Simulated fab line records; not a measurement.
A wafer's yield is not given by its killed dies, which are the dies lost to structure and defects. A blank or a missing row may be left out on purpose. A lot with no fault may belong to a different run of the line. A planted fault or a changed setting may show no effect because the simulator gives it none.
Matching of chambers	flow n5 finfet	rie diel-01 running N5_BEOL_M4_ETCH_70: 4 sister chambers
The step etches SOC in N2/H2, target depth 80 nm, overetch 24 nm, time 130 s. 4 wafers are shown with their chamber, then 12 later ones without.

## EACH WAFER AND ITS CHAMBER
wafer	chamber	drypump motor current A (A)
L090.2	3	4.9
L088.1	1	5.3
L088.2	2	6.4
L088.5	0	4.9

## WAFERS MISSING THEIR CHAMBER
wafer	drypump motor current A (A)
L091.3	4.9
L091.5	5.3
L091.6	5.0
L092.2	4.9
L092.5	6.4
L092.6	5.3
L096.1	5.3
L096.3	4.9
L096.5	4.9
L097.1	4.9
L097.2	4.9
L097.3	5.3

## THE CHAMBER EACH PASSED THROUGH
wafer	from the rows above	in truth
L091.3	can't be placed: 0 or 3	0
L091.5	1	1
L091.6	can't be placed: 0 or 3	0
L092.2	can't be placed: 0 or 3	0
L092.5	2	2
L092.6	1	1
L096.1	1	1
L096.3	can't be placed: 0 or 3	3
L096.5	can't be placed: 0 or 3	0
L097.1	can't be placed: 0 or 3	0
L097.2	can't be placed: 0 or 3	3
L097.3	1	1
Correct placement for 5 of the 12. Can't be placed from these rows: 7 (the true chamber is among the candidates in 7). Wrongly placed: 0.
How it was worked out, from the rows above alone: a wafer's distance from a chamber is the root of the sum, over the readings, of the square of ((its reading less the chamber's mean) divided by the reading's scatter). If the next closest chamber is less than 2 further off than the closest, the wafer can't be placed; otherwise it belongs to the closest. For every chamber, the mean is computed from those of its wafers that are shown. The scatter: with one shown wafer a chamber, the root of the mean of the squares of how far each hidden wafer lies from its nearest shown one.
